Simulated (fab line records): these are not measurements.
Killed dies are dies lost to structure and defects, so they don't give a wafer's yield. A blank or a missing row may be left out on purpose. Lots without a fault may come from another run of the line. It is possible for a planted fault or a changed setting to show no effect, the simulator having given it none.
Which tool did it? | flow n5_finfet | 30 wafers from 10 lots sampled at 5 of the route's 1938 steps

WHAT THE GAUGES SHOWED, per wafer
N5_BEOL_M8_CD_MEAS_28 targets a cd of 40 nm. Usual: cd_nm 40.02 nm, standard deviation 0.24.
lot  | measured     | on        | cd_nm (nm)        | flag
L890 | day 11 20:46 | cd_sem-02 | 39.95 39.79 40.04 |
L893 | day 12 02:28 | cd_sem-01 | 39.62 40.22 39.79 |
L895 | day 12 04:28 | cd_sem-01 | 40.20 40.49 40.13 |
L891 | day 12 08:56 | cd_sem-03 | 39.67 40.04 40.11 |
L897 | day 13 01:35 | cd_sem-01 | 40.16 39.76 39.89 |
L899 | day 13 03:52 | cd_sem-01 | 39.72 40.04 40.15 |
L905 | day 15 05:17 | cd_sem-03 | 39.92 40.08 39.74 |
L907 | day 15 06:37 | cd_sem-03 | 39.79 40.31 39.36 |
L909 | day 16 04:58 | cd_sem-03 | 39.86 40.14 39.94 |
L912 | day 17 03:04 | cd_sem-02 | 40.01 40.15 40.32 |

N5_BEOL_M8_INSPECT_58: inspects for defects (darkfield). Usual: raw_defect_count 76, standard deviation 26.
lot  | measured     | on                | raw_defect_count | flag
L890 | day 11 23:37 | defect_inspect-01 | 80 76 94         |
L893 | day 12 05:43 | defect_inspect-01 | 75 36 35         |
L895 | day 12 07:52 | defect_inspect-02 | 78 110 92        |
L891 | day 12 12:52 | defect_inspect-01 | 51 37 51         |
L897 | day 13 04:37 | defect_inspect-02 | 44 37 39         |
L899 | day 13 07:05 | defect_inspect-02 | 53 75 49         |
L905 | day 15 08:46 | defect_inspect-01 | 78 91 40         |
L907 | day 15 10:20 | defect_inspect-02 | 68 71 102        |
L909 | day 16 07:58 | defect_inspect-02 | 116 68 100       |
L912 | day 17 06:49 | defect_inspect-02 | 103 78 67        |

WHAT TOOL EACH LOT RAN ON (gives the tool, then ch and the chambers of the sampled wafers, and finally the start)
lot  | N5_BEOL_M8_PECVD_70             | N5_BEOL_M8_STRIP_36                | N5_BEOL_M8_CMP_52
L890 | pecvd-01 ch 0,1,2, day 11 17:57 | rie_diel-03 ch 1,2, day 11 21:07   | cmp-03 ch 1,2,3, day 11 23:10
L893 | pecvd-02 ch 1,2, day 11 23:51   | rie_diel-06 ch 1,2, day 12 02:50   | cmp-02 ch 2,3, day 12 05:16
L895 | pecvd-02 ch 1,2, day 12 00:52   | rie_diel-02 ch 1,3, day 12 04:50   | cmp-02 ch 1,2, day 12 07:25
L891 | pecvd-03 ch 1,2, day 12 03:35   | rie_diel-03 ch 0,2, day 12 09:44   | cmp-03 ch 0,1,2, day 12 12:27
L897 | pecvd-03 ch 0,1,2, day 12 21:36 | rie_diel-03 ch 0,1,3, day 13 02:02 | cmp-02 ch 0,1,3, day 13 04:12
L899 | pecvd-03 ch 0,1, day 13 00:22   | rie_diel-03 ch 2,3, day 13 04:13   | cmp-04 ch 0,2, day 13 06:36
L905 | pecvd-02 ch 1,2, day 15 02:22   | rie_diel-02 ch 0,1,2, day 15 05:40 | cmp-02 ch 1,2,3, day 15 08:09
L907 | pecvd-03 ch 0,1,2, day 15 02:52 | rie_diel-03 ch 0,3, day 15 07:14   | cmp-04 ch 1,3, day 15 09:55
L909 | pecvd-02 ch 1,2, day 16 00:26   | rie_diel-03 ch 0,3, day 16 05:19   | cmp-02 ch 0,1,3, day 16 07:35
L912 | pecvd-02 ch 1,2, day 16 22:43   | rie_diel-06 ch 1,3, day 17 03:46   | cmp-02 ch 0,1,3, day 17 06:22
- N5_BEOL_M8_PECVD_70: deposits SiO2 from TEOS/O2, target thk 20 nm, time 22.7 s.
- N5_BEOL_M8_STRIP_36: strips in N2/H2.
- N5_BEOL_M8_CMP_52: polishes, stops on SiCOH lowk, t overpolish 6.9 s, target thk 80 nm.

WHAT THE TOOLS THEMSELVES READ (means of the sampled wafers that have a number; where no wafer has one, the mark that the record gives instead)
N5_BEOL_M8_PECVD_70. Usual: heater_power_w 760 W, standard deviation 87; showerhead_plenum_p_Torr 8.76 Torr, standard deviation 0.087; throttle_valve_pct 22.4 %, standard deviation 1.2.
lot  | tool     | heater_power_w (W) | showerhead_plenum_p_Torr (Torr) | throttle_valve_pct (%) | flag
L890 | pecvd-01 | 706                | 8.70                            | 21.9                   |
L893 | pecvd-02 | 775                | 8.77                            | 22.4                   |
L895 | pecvd-02 | 832                | 8.70                            | 22.6                   |
L891 | pecvd-03 | 694                | 8.80                            | 20.5                   |
L897 | pecvd-03 | 735                | 8.78                            | 21.8                   |
L899 | pecvd-03 | 695                | 8.76                            | 22.1                   |
L905 | pecvd-02 | 889                | 8.68                            | 22.7                   |
L907 | pecvd-03 | 713                | 8.79                            | 22.0                   |
L909 | pecvd-02 | 816                | 8.78                            | 22.5                   |
L912 | pecvd-02 | 751                | 8.78                            | 22.5                   |

N5_BEOL_M8_STRIP_36. Usual: drypump_motor_current_A 5.8 A, standard deviation 0.54; oes_product_au 0.81 a.u., standard deviation 0.11; rf_vpp_V 59.2 V, standard deviation 1.5; showerhead_plenum_p_Torr 2.56 Torr, standard deviation 0.096; throttle_valve_pct 23.6 %, standard deviation 0.43.
lot  | tool        | drypump_motor_current_A (A) | oes_product_au (a.u.) | rf_vpp_V (V) | showerhead_plenum_p_Torr (Torr) | throttle_valve_pct (%) | flag
L890 | rie_diel-03 | 5.8                         | 0.74                  | 59.2         | 2.56                            | 24.2                   |
L893 | rie_diel-06 | 5.8                         | 0.67                  | 58.7         | 2.61                            | 23.8                   |
L895 | rie_diel-02 | 5.8                         | 0.69                  | 58.4         | 2.48                            | 23.9                   |
L891 | rie_diel-03 | 5.1                         | 0.81                  | 59.9         | 2.46                            | 23.3                   |
L897 | rie_diel-03 | 5.7                         | 0.85                  | 58.9         | 2.61                            | 23.6                   |
L899 | rie_diel-03 | 5.8                         | 0.79                  | 59.9         | 2.50                            | 23.5                   |
L905 | rie_diel-02 | 5.6                         | 0.88                  | 59.1         | 2.55                            | 23.5                   |
L907 | rie_diel-03 | 5.7                         | 0.89                  | 58.4         | 2.63                            | 23.1                   |
L909 | rie_diel-03 | 5.3                         | 0.86                  | 59.5         | 2.54                            | 23.2                   |
L912 | rie_diel-06 | 5.7                         | 0.90                  | 59.9         | 2.59                            | 23.4                   |

N5_BEOL_M8_CMP_52. Usual: barrier_field_endpoint_s 28.9 s, standard deviation 0.78; motor_current_A 6.2 A, standard deviation 0.71; overpolish_run_s 6.900 s, standard deviation 0.0084.
lot  | tool   | barrier_field_endpoint_s (s) | motor_current_A (A) | overpolish_run_s (s) | flag
L890 | cmp-03 | 29.4                         | 5.8                 | 6.905                |
L893 | cmp-02 | 29.1                         | 6.6                 | 6.904                |
L895 | cmp-02 | 29.4                         | 6.4                 | 6.895                |
L891 | cmp-03 | 29.5                         | 5.9                 | 6.904                |
L897 | cmp-02 | 29.0                         | 6.7                 | 6.900                |
L899 | cmp-04 | 29.4                         | 5.9                 | 6.895                |
L905 | cmp-02 | 28.7                         | 6.4                 | 6.904                |
L907 | cmp-04 | 33.5                         | 6.4                 | 5.982                | OFF
L909 | cmp-02 | 28.7                         | 6.6                 | 6.897                |
L912 | cmp-02 | 28.2                         | 6.7                 | 6.896                |

THE ANSWER, worked out from the rows above alone
Rule: lot off if the mean of its wafers having a number is beyond 3 standard deviations from the usual mean. A lot without any number at a reading at which 4 lots or more have one is off too. The other lots that the step has rows for count as sound. After the gauges, taken in route order, come the tools' own readings; for these a lot's mean is taken, as printed above. At the first step where some lot is off, the reading lying furthest off is the one used; lots without a number count as furthest.
Off: L907, at N5_BEOL_M8_CMP_52 (overpolish_run_s).
If a tool, at that step or one of the process steps before it, ran each lot that is off and ran no sound lot following the first of them, it fits. Can't be told from this: 2 tools fit, pecvd-03 at N5_BEOL_M8_PECVD_70, cmp-04 at N5_BEOL_M8_CMP_52.

WHAT WAS PUT IN BY THE SIMULATOR
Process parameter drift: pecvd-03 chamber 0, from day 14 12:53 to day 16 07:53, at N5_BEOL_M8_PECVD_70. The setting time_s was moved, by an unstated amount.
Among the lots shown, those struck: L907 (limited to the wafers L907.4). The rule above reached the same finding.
